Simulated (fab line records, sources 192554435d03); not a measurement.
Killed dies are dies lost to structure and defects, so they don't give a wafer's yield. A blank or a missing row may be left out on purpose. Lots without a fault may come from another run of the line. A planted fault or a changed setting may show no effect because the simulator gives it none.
fab line records | flow n5_finfet
record lots=10 wafers=27 last_day=18
route steps=1938 shown FIN_SAQP@140 FIN_CUT@163 BEOL_M4@1111
lots that met no fault: from a run of the same line without faults
start_h: hours from the record's first day to the start of the lot's first wafer shown | wait_h: hours since the lot's step before | " the same as in the row above | L1.1+2: a row that stands for several wafers | - no value, or no start given | * or withheld: withheld | < > ~ a bound
route shown NAME@n: a module of which the file shows steps, and the number in the route of the first | usual: mean/standard deviation of fault-free wafers | same: alike in all rows | chamber/n: place in a boat | sites: the reading at each site | _std_site: their standard deviation | _edge_site: outer sites' mean less inner sites' | radius_mm: how far each site lies from the wafer's centre | mask NAME#n: copy n | behind: the tool/chamber that last shaped the wafer | hold: why the lot was held/for how many hours/how that ended | device: the transistor (n, p or np) that didn't switch | end of line: the same wafers' tests at the end of the route | a step without rows: its recipe alone | killed: dies lost to structure and defects at the first sort, not the wafer's yield | map: a wafer's dies, x killed, . not, _ none there
set.NAME: the setting as run; set.NAME@STEP: as run at that earlier step | model.NAME: the simulator's own value behind a step, which no gauge read
steps of the route over a sample of lots; a table a step, a row a wafer
services: from which hour (start_h, from the record's first day; less than 0 if before it) a tool's chamber was out of use, for how many hours, and why
## steps
# step N5_FIN_SAQP_MANDREL2_REMOVE_60
# recipe chemistry=HBr/Cl2/O2 bt_time_s=10 target=a-Si stop_on=SiNx endpoint=OES-SiCl over_etch_frac=1 icp_w=600 bias_w=22 HBr_flow_sccm=150 Cl2_flow_sccm=80 O2_flow_sccm=5 pressure_mtorr=10
# usual HBr_flow_sccm=150.1/0.46 drypump_motor_current_A=5.6/0.48 oes_product_au=0.993/0.012 throttle_valve_pct=36.8/0.31
# columns lot.wafer tool chamber start_h wait_h HBr_flow_sccm drypump_motor_current_A oes_product_au rf_hours_counter_h throttle_valve_pct
L855.3 rie_si-01 2 25.30 0.1 150.0 5.0 0.996 48 36.6
L855.4 " 0 " " 150.3 5.9 1.008 81 36.4
L855.6 " 2 " " 150.6 5.0 0.988 - 36.6
L856.1 rie_si-05 2 31.99 0.1 149.5 5.7 0.991 17 36.9
L856.3 " 3 " " 150.6 5.5 0.986 77 36.3
L856.5 " 2 " " 149.7 5.7 0.985 - 36.9
L859.2 rie_si-01 2 50.58 0.1 150.2 5.0 0.972 48 36.6
L859.3 " 0 " " 150.0 5.9 1.001 81 36.4
L859.6 " 2 " " 150.4 5.0 0.965 - 36.6
L860.1 rie_si-01 1 55.41 0.1 150.2 5.7 0.992 123 36.7
L860.4 " 2 " " 150.0 5.0 0.969 48 36.6
L860.6 " 2 " " 149.8 5.0 0.984 - 36.6
L868.1 rie_si-06 1 105.66 0.1 149.3 6.0 1.007 127 36.5
L868.3 " 3 " " 149.7 5.0 0.972 7 36.7
L868.5 " 0 " " 149.9 6.6 0.998 - 36.7
L869.4 rie_si-01 3 109.20 0.1 150.5 5.9 0.975 110 37.3
L869.5 " 2 " " 149.7 4.9 0.980 - 36.6
L871.3 rie_si-01 3 123.78 0.1 149.5 5.9 0.973 110 37.3
L871.6 " 3 " " 149.2 5.9 0.976 - 37.3
L874.1 rie_si-05 2 140.91 0.1 150.1 5.7 0.986 19 36.9
L874.3 " 1 " " 150.3 5.4 1.006 74 37.1
L874.4 " 0 " " 150.0 4.9 0.980 8 37.2
L877.3 rie_si-05 0 158.08 0.1 149.8 4.9 1.009 9 37.2
L877.5 " 3 " " 150.3 5.5 0.990 - 36.3
L877.6 " 0 " " 149.8 4.9 0.990 - 37.2
L878.2 rie_si-05 0 164.91 0.1 149.8 4.9 1.007 9 37.2
L878.5 " 0 " " 149.4 4.9 0.997 - 37.2
# step N5_FIN_CUT_CD_MEAS_08
# recipe target_cd_nm=29.1 landing_energy_ev=500 detector=se_inlens polarity=opening
# usual cd_nm=28.98/0.26
# columns lot.wafer tool chamber start_h wait_h cd_nm
L855.3 cd_sem-03 0 26.29 - 28.96
L855.4 " 0 " " 28.95
L855.6 " 0 " " 28.65
L856.1 cd_sem-01 0 33.17 - 29.14
L856.3 " 0 " " 28.99
L856.5 " 0 " " 28.54
L859.2 cd_sem-01 0 51.58 - 29.03
L859.3 " 0 " " 29.16
L859.6 " 0 " " 29.17
L860.1 cd_sem-03 0 56.41 - 28.97
L860.4 " 0 " " 29.21
L860.6 " 0 " " 28.96
L868.1 cd_sem-02 0 106.66 - 29.39
L868.3 " 0 " " 29.27
L868.5 " 0 " " 29.24
L869.4 cd_sem-03 0 114.75 - 29.24
L869.5 " 0 " " 28.68
L871.3 cd_sem-03 0 124.99 - 28.76
L871.6 " 0 " " 29.08
L874.1 cd_sem-03 0 142.00 - 28.88
L874.3 " 0 " " 28.94
L874.4 " 0 " " 28.80
L877.3 cd_sem-01 0 159.21 - 28.93
L877.5 " 0 " " 28.86
L877.6 " 0 " " 28.96
L878.2 cd_sem-01 0 165.94 - 28.98
L878.5 " 0 " " 29.03
# step N5_FIN_CUT_ETCH_20
# recipe chemistry=CF4 target=SiARC target_depth_a=260 mask_material=CAR-EUV time_s=43.3 ion_energy_ev=80 pressure_mtorr=40 source_w=545 bias_w=36 Ar_flow_sccm=100 cf4_flow_sccm=100 ends=cleared
# usual drypump_motor_current_A=5.6/0.43 etch_rf_on_time_s=43.6/1.6 oes_product_au=0.67/0.079 rf_vpp_V=183.9/1.1 showerhead_plenum_p_Torr=2.13/0.05 throttle_valve_pct=15.68/0.18
# columns lot.wafer tool chamber start_h wait_h drypump_motor_current_A etch_rf_on_time_s oes_product_au rf_hours_counter_h rf_vpp_V showerhead_plenum_p_Torr throttle_valve_pct
L855.3 rie_diel-03 3 26.47 0.0 6.4 41.7 0.88 0 184.7 2.19 15.59
L855.4 " 0 " " 5.1 45.4 0.64 149 183.5 2.16 15.72
L855.6 " 0 " " 5.1 45.9 0.63 - 185.1 2.16 15.75
L856.1 rie_diel-04 0 33.34 0.0 5.9 43.6 0.65 141 183.9 2.14 15.77
L856.3 " 1 " " 5.2 42.8 0.65 158 182.6 2.14 15.53
L856.5 " 1 " " 5.2 42.8 0.65 - 184.8 2.13 15.53
L859.2 rie_diel-04 3 52.00 0.0 5.2 44.5 0.80 6 183.8 2.10 15.43
L859.3 " 0 " " 5.9 43.3 0.64 147 186.5 2.13 15.80
L859.6 " 1 " " 5.2 42.3 0.64 - 184.9 2.13 15.54
L860.1 rie_diel-06 1 56.59 0.0 5.7 43.3 0.66 137 182.7 2.14 15.74
L860.4 " 0 " " 5.2 45.6 0.75 34 183.3 2.10 15.42
L860.6 " 2 " " 6.1 43.4 0.62 - 184.5 2.12 15.76
L868.1 rie_diel-04 1 107.01 0.0 5.3 42.2 0.63 180 183.7 2.13 15.56
L868.3 " 2 " " 5.7 40.9 0.62 208 183.7 2.04 15.96
L868.5 " 1 " " 5.2 42.1 0.64 - 184.3 2.13 15.56
L869.4 rie_diel-04 3 114.93 0.0 5.2 44.5 0.76 23 184.0 2.10 15.44
L869.5 " 0 " " 5.9 50.1 0.59 - 184.2 2.13 15.83
L871.3 rie_diel-04 2 125.16 0.0 5.7 41.0 0.62 213 182.1 2.04 15.99
L871.6 " 0 " " 5.9 50.0 0.58 - 183.9 2.13 15.84
L874.1 rie_diel-03 1 142.18 0.0 5.4 45.6 0.78 6 186.6 2.27 15.54
L874.3 " 2 " " 5.3 44.0 0.57 244 182.3 2.12 15.71
L874.4 " 2 " " 5.3 43.9 0.57 - 182.8 2.12 15.69
L877.3 rie_diel-06 2 159.38 0.0 6.0 44.1 0.59 213 184.6 2.11 15.82
L877.5 " 2 " " 6.0 44.0 0.60 - 183.4 2.11 15.82
L877.6 " 1 " " 5.7 43.8 0.63 - 184.3 2.13 15.79
L878.2 rie_diel-03 0 166.12 0.0 5.1 45.8 0.61 191 182.8 2.15 15.81
L878.5 " 0 " " 5.1 45.6 0.61 - 182.7 2.15 15.80
# step N5_FIN_CUT_PRECLEAN_35
# recipe time_s=13.3 temp_c=45 pressure_torr=125 p_hf_torr=3 p_coreactant_torr=25 chemistry=vHF
# usual drypump_motor_current_A=5.4/0.51
# columns lot.wafer tool chamber start_h wait_h drypump_motor_current_A
L855.3 vapor_etch-01 1 26.98 0.1 5.9
L855.4 " 0 " " 4.7
L855.6 " 0 " " 4.7
L856.1 vapor_etch-02 0 33.84 0.0 5.8
L856.3 " 0 " " 5.8
L856.5 " 0 " " 5.8
L859.2 vapor_etch-01 1 52.49 0.0 5.9
L859.3 " 1 " " 6.0
L859.6 " 0 " " 4.7
L860.1 vapor_etch-02 1 57.08 0.0 5.3
L860.4 " 0 " " 5.8
L860.6 " 0 " " 5.8
L868.1 vapor_etch-01 1 107.52 0.1 6.0
L868.3 " 1 " " 6.0
L868.5 " 1 " " 6.0
L869.4 vapor_etch-01 0 115.44 0.1 4.7
L869.5 " 1 " " 5.9
L871.3 vapor_etch-02 1 125.75 0.1 5.3
L871.6 " 1 " " 5.3
L874.1 vapor_etch-02 0 142.67 0.0 5.8
L874.3 " 1 " " 5.3
L874.4 " 0 " " 5.8
L877.3 vapor_etch-01 0 159.90 0.1 4.7
L877.5 " 1 " " 6.0
L877.6 " 0 " " 4.7
L878.2 vapor_etch-01 0 166.61 0.0 4.7
L878.5 " 0 " " 4.7
# step N5_BEOL_M4_RC_MEAS_101
# usual DIBL_N=36.0/2.5 DIBL_P=36.2/3 IOFF_N=0.16/0.044 IOFF_P=0.21/0.049 ION_N=671/15 ION_P=461/8.7 SS_N=71.5/0.72 SS_P=73.4/0.9 VT_N=251/4.4 VT_P=-250/4
# columns lot.wafer tool chamber start_h wait_h DIBL_N[mV/V] DIBL_P[mV/V] IOFF_N[nA/um] IOFF_P[nA/um] ION_N[uA/um] ION_P[uA/um] SS_N[mV/dec] SS_P[mV/dec] VT_N[mV] VT_P[mV]
L855.3 prober-01 0 180.36 0.3 34.7 33.8 0.13 0.20 653 456 71.5 72.0 255 -250
L855.4 " 0 " " 36.7 36.3 0.16 0.24 672 469 71.4 73.8 249 -243
L855.6 " 0 " " 33.9 32.7 0.12 0.19 667 468 71.0 72.1 252 -246
L856.1 prober-02 0 189.25 0.6 34.6 36.4 0.13 0.19 652 449 71.9 73.2 254 -252
L856.3 " 0 " " 33.6 35.3 0.13 0.17 660 452 71.7 73.2 253 -253
L856.5 " 0 " " 33.5 35.5 0.13 0.18 652 447 72.0 73.0 254 -255
L860.1 prober-02 0 215.26 0.0 41.4 41.8 0.26 0.29 697 466 72.5 75.0 245 -246
L860.4 " 0 " " 38.8 39.1 0.19 0.24 673 457 73.0 74.2 247 -249
L860.6 " 0 " " 39.2 39.7 0.20 0.24 690 468 72.9 75.1 248 -251
L859.2 prober-01 0 215.59 0.2 37.4 38.6 0.19 0.24 694 470 72.2 73.8 249 -247
L859.3 " 0 " " 38.0 39.2 0.19 0.25 670 454 72.3 73.3 250 -252
L859.6 " 0 " " 38.5 39.4 0.20 0.24 678 457 72.9 74.5 249 -251
L868.1 prober-01 0 258.40 0.0 36.0 36.7 0.15 0.22 671 461 71.7 73.2 252 -247
L868.3 " 0 " " 36.6 38.2 0.17 0.24 686 471 71.6 74.0 250 -244
L868.5 " 0 " " 35.9 35.8 0.15 0.19 658 450 72.3 73.3 254 -253
L871.3 prober-02 0 271.32 0.3 34.2 32.6 0.12 0.15 660 448 71.2 72.5 254 -254
L871.6 " 0 " " 38.7 38.6 0.23 0.25 700 463 72.4 74.3 243 -251
L869.4 prober-01 0 277.15 0.5 38.4 39.2 0.19 0.25 686 464 71.7 74.5 248 -249
L869.5 " 0 " " 39.2 41.3 0.21 0.28 685 466 72.1 73.9 247 -249
L874.1 prober-01 0 286.74 0.4 33.0 31.1 0.10 0.15 653 454 71.0 71.9 258 -255
L874.3 " 0 " " 32.5 31.6 0.10 0.15 643 447 70.5 72.3 259 -253
L874.4 " 0 " " 35.2 35.9 0.14 0.21 668 456 71.3 73.8 250 -251
L877.3 prober-01 0 308.65 0.3 40.1 40.6 0.25 0.31 689 470 73.0 74.3 245 -242
L877.5 " 0 " " 36.2 35.1 0.13 0.19 651 453 71.1 73.0 255 -252
L877.6 " 0 " " 37.9 37.6 0.19 0.25 675 463 71.8 73.6 246 -246
L878.2 prober-02 0 318.85 0.2 37.1 38.2 0.17 0.21 685 470 71.1 74.5 253 -253
L878.5 " 0 " " 34.0 34.5 0.12 0.16 675 460 70.8 73.5 252 -258
## services
# columns tool chamber start_h hours kind
rie_si-05 0 5.46 6.9 repair
rie_diel-04 - 7.01 0.3 repair
rie_diel-03 3 11.39 - clean
rie_diel-03 3 11.39 - consumable_replace:focus_ring
rie_diel-03 3 11.39 13.9 scheduled_down
rie_diel-03 3 11.39 13.9 vent_cycle
rie_diel-04 3 15.15 - clean
rie_diel-04 3 15.15 - consumable_replace:focus_ring
rie_diel-04 3 15.15 18.2 scheduled_down
rie_diel-04 3 15.15 18.2 vent_cycle
rie_si-06 0 37.78 3.2 repair
rie_si-01 1 48.21 6.2 repair
rie_si-05 0 81.21 1.4 repair
rie_diel-06 - 86.87 0.4 repair
rie_diel-03 1 94.69 - clean
rie_diel-03 1 94.69 - consumable_replace:focus_ring
rie_diel-03 1 94.69 - consumable_replace:showerhead
rie_diel-03 1 94.69 23.9 scheduled_down
rie_diel-03 1 94.69 23.9 vent_cycle
rie_si-05 1 130.68 2.4 repair
rie_diel-06 3 133.56 10.2 repair
rie_si-05 2 143.00 9.1 repair
rie_diel-03 1 146.18 2.5 repair
rie_diel-03 - 159.37 0.7 repair
## key
first_sign step=N5_FIN_CUT_ETCH_20 reading=etch_rf_on_time_s direction=up sigmas=4.1 usual=* struck=*
effect none on later readings
met_at N5_FIN_CUT_ETCH_20
struck_lots L869,L871
struck_wafers L869.5,L871.6
not_acting_at N5_FIN_SAQP_MANDREL2_REMOVE_60,N5_FIN_CUT_CD_MEAS_08,N5_FIN_CUT_PRECLEAN_35
onset_between 107.01 114.93
fault kind=process_parameter_drift tool=rie_diel-04 chamber=- onset_h=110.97 steps=N5_FIN_CUT_ETCH_20 channel=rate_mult offset=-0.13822 shape=step end_h=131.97 scope=struck_wafers_only
